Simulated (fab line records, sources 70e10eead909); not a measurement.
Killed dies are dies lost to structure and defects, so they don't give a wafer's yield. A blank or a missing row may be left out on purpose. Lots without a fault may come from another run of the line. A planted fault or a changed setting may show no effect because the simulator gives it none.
Which tool did it? | flow nand_harc | 15 lots, 45 wafers sampled, at 5 steps of a route of 1302

WHAT THE GAUGES READ, wafer by wafer
NHARC_P_GATE_CD_MEAS_59: target cd 720 nm.
lot  | measured     | on        | cd_nm (nm)
L137 | day 5 23:19  | cd_sem-01 | 723.8 719.6 719.9
L139 | day 6 15:57  | cd_sem-02 | 723.0 719.2 717.9
L140 | day 7 10:46  | cd_sem-01 | 717.1 722.1 719.3
L141 | day 7 18:36  | cd_sem-02 | 721.1 721.7 717.9
L143 | day 8 10:44  | cd_sem-02 | 717.5 719.9 719.7
L142 | day 8 13:38  | cd_sem-01 | 723.5 719.0 716.9
L145 | day 9 11:08  | cd_sem-01 | 720.8 722.1 720.8
L148 | day 10 12:49 | cd_sem-01 | 716.8 719.3 721.2
L151 | day 11 22:17 | cd_sem-03 | 719.1 718.0 722.0
L152 | day 12 09:35 | cd_sem-01 | 720.5 720.7 720.4
L155 | day 13 13:09 | cd_sem-01 | 723.2 717.5 720.1
L156 | day 14 00:39 | cd_sem-01 | 721.4 720.5 720.4
L157 | day 14 06:04 | cd_sem-03 | 721.4 720.6 721.4
L158 | day 15 01:13 | cd_sem-03 | 718.2 717.6 718.6
L159 | day 15 07:13 | cd_sem-01 | 718.9 717.9 722.0

NHARC_P_CONTACT_CD_MEAS_12: target cd 90 nm.
lot  | measured     | on        | cd_nm (nm)
L137 | day 6 05:37  | cd_sem-03 | 90.8 90.3 90.8
L139 | day 6 22:59  | cd_sem-02 | 91.6 91.3 91.6
L140 | day 7 17:09  | cd_sem-03 | 91.0 90.8 90.6
L141 | day 8 01:00  | cd_sem-01 | 90.9 90.6 91.2
L143 | day 8 17:08  | cd_sem-02 | 90.6 91.0 90.3
L142 | day 8 20:01  | cd_sem-02 | 90.2 90.3 90.9
L145 | day 9 17:40  | cd_sem-01 | 90.9 90.9 91.5
L148 | day 10 19:07 | cd_sem-02 | 90.8 90.7 90.6
L151 | day 12 04:31 | cd_sem-03 | 74.7 75.1 74.5 74.3 75.0 74.4
L152 | day 12 15:56 | cd_sem-02 | 79.2 79.0 79.5 79.0 78.9 79.4
L155 | day 13 19:36 | cd_sem-03 | 80.5 80.6 80.6 80.7 80.8 80.8
L156 | day 14 06:59 | cd_sem-02 | 89.5 89.7 89.9
L157 | day 14 12:26 | cd_sem-02 | 91.1 91.7 91.5
L158 | day 15 07:38 | cd_sem-03 | 90.1 91.0 90.5
L159 | day 15 14:05 | cd_sem-02 | 91.0 91.2 91.4

NHARC_P_CONTACT_CD_MEAS_19.
lot  | measured     | on        | cd_nm (nm)
L137 | day 6 06:40  | cd_sem-01 | 91.8 90.8 88.8
L139 | day 7 00:30  | cd_sem-01 | 93.0 92.7 94.0
L140 | day 7 18:13  | cd_sem-01 | 89.0 90.0 87.4
L141 | day 8 02:04  | cd_sem-03 | 91.4 89.7 92.3
L143 | day 8 18:11  | cd_sem-03 | 90.7 90.1 90.8
L142 | day 8 21:04  | cd_sem-01 | 88.5 90.6 91.1
L145 | day 9 18:44  | cd_sem-02 | 92.1 90.9 90.3
L148 | day 10 20:10 | cd_sem-02 | 91.9 89.0 92.7
L151 | day 12 09:11 | cd_sem-03 | 73.8 74.9 75.1 73.8 74.7 75.4
L152 | day 12 19:22 | cd_sem-02 | 79.4 80.4 83.3 79.0 80.3 83.3
L155 | day 13 22:54 | cd_sem-01 | 80.3 79.2 80.1 80.2 79.2 79.9
L156 | day 14 08:02 | cd_sem-01 | 89.2 89.0 89.5
L157 | day 14 13:29 | cd_sem-02 | 90.2 92.7 91.2
L158 | day 15 08:42 | cd_sem-02 | 91.1 89.7 93.7
L159 | day 15 15:08 | cd_sem-02 | 91.4 91.0 90.6

WHICH TOOL RAN EACH LOT (tool, then ch and the chambers of the sampled wafers, then the start)
lot  | NHARC_P_GATE_DESCUM_93             | NHARC_P_CONTACT_EXPOSE_09
L137 | rie_diel-11 ch 2,3, day 6 01:11    | arfi_scanner-02 ch 0, day 6 05:28
L139 | rie_diel-02 ch 1,2,3, day 6 18:10  | arfi_scanner-01 ch 0, day 6 22:52
L140 | rie_diel-06 ch 1,2,3, day 7 12:40  | arfi_scanner-02 ch 0, day 7 17:01
L141 | rie_diel-11 ch 0,3, day 7 20:28    | arfi_scanner-03 ch 0, day 8 00:52
L143 | rie_diel-11 ch 1,2, day 8 12:37    | arfi_scanner-02 ch 0, day 8 16:59
L142 | rie_diel-06 ch 0,1,2, day 8 15:29  | arfi_scanner-01 ch 0, day 8 19:52
L145 | rie_diel-06 ch 0,1,2, day 9 13:00  | arfi_scanner-02 ch 0, day 9 17:32
L148 | rie_diel-02 ch 0,1,3, day 10 14:35 | arfi_scanner-01 ch 0, day 10 18:58
L151 | rie_diel-06 ch 0,1,2, day 12 00:08 | arfi_scanner-01 ch 0, day 12 04:23
L152 | rie_diel-06 ch 0,2,3, day 12 11:31 | arfi_scanner-01 ch 0, day 12 15:49
L155 | rie_diel-11 ch 1,3, day 13 15:01   | arfi_scanner-01 ch 0, day 13 19:28
L156 | rie_diel-11 ch 0,2, day 14 02:25   | arfi_scanner-02 ch 0, day 14 06:50
L157 | rie_diel-02 ch 2,3, day 14 07:56   | arfi_scanner-02 ch 0, day 14 12:17
L158 | rie_diel-11 ch 0,1,2, day 15 03:06 | arfi_scanner-03 ch 0, day 15 07:29
L159 | rie_diel-02 ch 1,3, day 15 09:04   | arfi_scanner-03 ch 0, day 15 13:57
- NHARC_P_GATE_DESCUM_93: chemistry O2, time 3 s.
- NHARC_P_CONTACT_EXPOSE_09: exposes mask P CA, target cd 90 nm.

WHAT THE TOOLS THEMSELVES READ (means of the sampled wafers that have a number; where no wafer has one, the mark that the record gives instead)
NHARC_P_GATE_DESCUM_93.
lot  | tool        | drypump_motor_current_A (A) | oes_product_au (a.u.) | rf_vpp_V (V) | showerhead_plenum_p_Torr (Torr) | throttle_valve_pct (%)
L137 | rie_diel-11 | 6.0                         | 0.998                 | 58.4         | 1.94                            | 11.317
L139 | rie_diel-02 | 5.7                         | 0.991                 | 57.9         | 1.87                            | 11.312
L140 | rie_diel-06 | 5.9                         | 0.996                 | 57.2         | 1.95                            | 11.311
L141 | rie_diel-11 | 5.7                         | 0.986                 | 57.3         | 1.89                            | 11.311
L143 | rie_diel-11 | 5.6                         | 1.002                 | 57.6         | 1.93                            | 11.305
L142 | rie_diel-06 | 5.7                         | 1.002                 | 57.6         | 1.89                            | 11.314
L145 | rie_diel-06 | 5.7                         | 0.991                 | 57.3         | 1.89                            | 11.320
L148 | rie_diel-02 | 6.0                         | 0.997                 | 58.2         | 1.87                            | 11.305
L151 | rie_diel-06 | 5.7                         | 1.004                 | 57.9         | 1.88                            | 11.313
L152 | rie_diel-06 | 5.8                         | 0.996                 | 57.9         | 1.92                            | 11.307
L155 | rie_diel-11 | 5.6                         | 1.001                 | 57.7         | 1.90                            | 11.310
L156 | rie_diel-11 | 6.0                         | 1.000                 | 57.9         | 1.94                            | 11.312
L157 | rie_diel-02 | 5.4                         | 0.998                 | 57.0         | 1.81                            | 11.317
L158 | rie_diel-11 | 5.7                         | 0.994                 | 57.5         | 1.92                            | 11.316
L159 | rie_diel-02 | 6.0                         | 0.993                 | 57.6         | 1.92                            | 11.312

NHARC_P_CONTACT_EXPOSE_09.
lot  | tool            | exposure_dose_mJ_cm2
L137 | arfi_scanner-02 | 81.28
L139 | arfi_scanner-01 | 81.20
L140 | arfi_scanner-02 | 81.21
L141 | arfi_scanner-03 | 81.35
L143 | arfi_scanner-02 | 81.34
L142 | arfi_scanner-01 | 81.29
L145 | arfi_scanner-02 | 81.21
L148 | arfi_scanner-01 | 81.28
L151 | arfi_scanner-01 | 63.04
L152 | arfi_scanner-01 | 66.59
L155 | arfi_scanner-01 | 69.52
L156 | arfi_scanner-02 | 81.29
L157 | arfi_scanner-02 | 81.34
L158 | arfi_scanner-03 | 81.35
L159 | arfi_scanner-03 | 81.36

THE ANSWER, worked out from the rows above alone
Rule: what is usual is taken from the lots themselves. Put in order of their means at a reading, lots are off if they are a third of the lots or fewer, leave a main group of 4 or more, and stand apart from it by a gap of 3 or more times the standard deviation of the main group's means; of several such gaps the widest counts. A main group whose means are all the same, to the digits that the tables above print for the reading, isn't used. A lot without any number at a reading at which 4 lots or more have one is off too. The other lots that the step has rows for count as sound. The gauges are gone through in route order, then the tools' own readings, and for those a lot's mean is taken as printed above. The first step at which some lot is off is used, and at that step the reading that is off furthest; a lot without a number counts as furthest.
Off: L151, L152, L155, at NHARC_P_CONTACT_CD_MEAS_12 (cd_nm). The main group: mean 90.8 nm, standard deviation 0.47.
A tool fits if, at a process step before that reading, it ran every lot that is off, and no sound lot after the first of them. The gauges at NHARC_P_CONTACT_CD_MEAS_12 aren't tried: what is off there is off at NHARC_P_CONTACT_EXPOSE_09 too, on other tools, and a gauge's error can't cause that. One fits: arfi_scanner-01 at NHARC_P_CONTACT_EXPOSE_09. Its last sound lot is L148 (day 10 18:58), its first lot that is off L151 (day 12 04:23): a fault that began between those two fits.
The tool's own readings at NHARC_P_CONTACT_EXPOSE_09 bear it out: on the lots that are off they differ by more than 5 times the standard deviation of the sound lots' means. exposure_dose_mJ_cm2 reads 66.38 there against 81.29 on the sound lots.

WHAT THE SIMULATOR HAD PUT IN
Process parameter drift: arfi_scanner-01, from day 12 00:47 on, at NHARC_P_CONTACT_EXPOSE_09. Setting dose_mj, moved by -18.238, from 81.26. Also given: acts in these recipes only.
Lots struck among those shown: L151, L152, L155. The rule above found the same.
